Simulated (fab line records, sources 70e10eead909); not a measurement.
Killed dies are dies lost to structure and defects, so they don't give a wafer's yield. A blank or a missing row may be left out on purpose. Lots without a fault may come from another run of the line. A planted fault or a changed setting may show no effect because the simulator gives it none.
Chamber matching | flow nand_harc | NHARC_A_CONTACT_ETCH_91 on rie_diel-04: 4 sister chambers
The step etches the open film in CH3F/O2, target depth 40 nm, time 85.7 s. 16 wafers are shown with their chamber, then 8 later ones without.

WAFERS WITH THEIR CHAMBER
wafer  | chamber | showerhead_plenum_p_Torr (Torr) | rf_vpp_V (V) | throttle_valve_pct (%)
L903.2 | 3       | 2.50                            | 246.2        | 20.682
L903.4 | 2       | 2.53                            | 247.7        | 20.662
L903.5 | 1       | 2.40                            | 243.3        | 20.651
L904.2 | 0       | 2.32                            | 242.4        | 20.678
L904.4 | 2       | 2.53                            | 245.1        | 20.679
L904.5 | 2       | 2.53                            | 244.8        | 20.669
L907.1 | 3       | 2.50                            | 243.9        | 20.659
L907.3 | 0       | 2.31                            | 241.8        | 20.653
L907.5 | 2       | 2.52                            | 243.5        | 20.656
L909.2 | 3       | 2.50                            | 245.4        | 20.669
L909.4 | 0       | 2.31                            | 242.6        | 20.665
L909.5 | 0       | 2.31                            | 242.3        | 20.638
L914.1 | 1       | 2.39                            | 244.1        | 20.672
L914.2 | 3       | 2.50                            | 245.4        | 20.674
L914.6 | 0       | 2.31                            | 242.9        | 20.665
L912.2 | 1       | 2.39                            | 241.7        | 20.649

SIGNATURES (means of the wafers above)
reading                  | chamber 0 | chamber 1 | chamber 2 | chamber 3 | scatter within a chamber
showerhead_plenum_p_Torr | 2.3120    | 2.3933    | 2.5275    | 2.5000    | 0.0043
rf_vpp_V                 | 242.400   | 243.033   | 245.275   | 245.225   | 1.14
throttle_valve_pct       | 20.65980  | 20.65733  | 20.66650  | 20.67100  | 0.0123
Rule: a wafer's distance from a chamber is the root of the sum, over the readings, of the square of ((its reading less the chamber's mean) divided by the reading's scatter). The wafer belongs to the nearest chamber; if the next one is less than 2 further off, it can't be placed. The scatter: the root of (the sum of the squares of (reading less its chamber's mean) over the shown wafers, divided by (wafers less chambers)).

WAFERS WITHOUT THEIR CHAMBER
wafer  | showerhead_plenum_p_Torr (Torr) | rf_vpp_V (V) | throttle_valve_pct (%)
L912.3 | 2.31                            | 242.9        | 20.663
L912.4 | 2.52                            | 245.3        | 20.682
L916.2 | 2.49                            | 246.2        | 20.668
L916.4 | 2.39                            | 241.6        | 20.668
L916.6 | 2.49                            | 244.3        | 20.662
L925.2 | 2.30                            | 242.6        | 20.662
L925.4 | 2.51                            | 247.2        | 20.661
L925.5 | 2.38                            | 242.5        | 20.653

WHICH CHAMBER EACH WENT THROUGH
wafer  | from the rows above     | in truth
L912.3 | 0                       | 0
L912.4 | 2                       | 2
L916.2 | 3                       | 3
L916.4 | 1                       | 1
L916.6 | 3                       | 3
L925.2 | 0                       | 0
L925.4 | can't be placed: 3 or 2 | 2
L925.5 | 1                       | 1
Placed correctly: 7 of 8. Can't be placed from these rows: 1 (the true chamber is among the candidates in 1). Placed wrongly: 0.
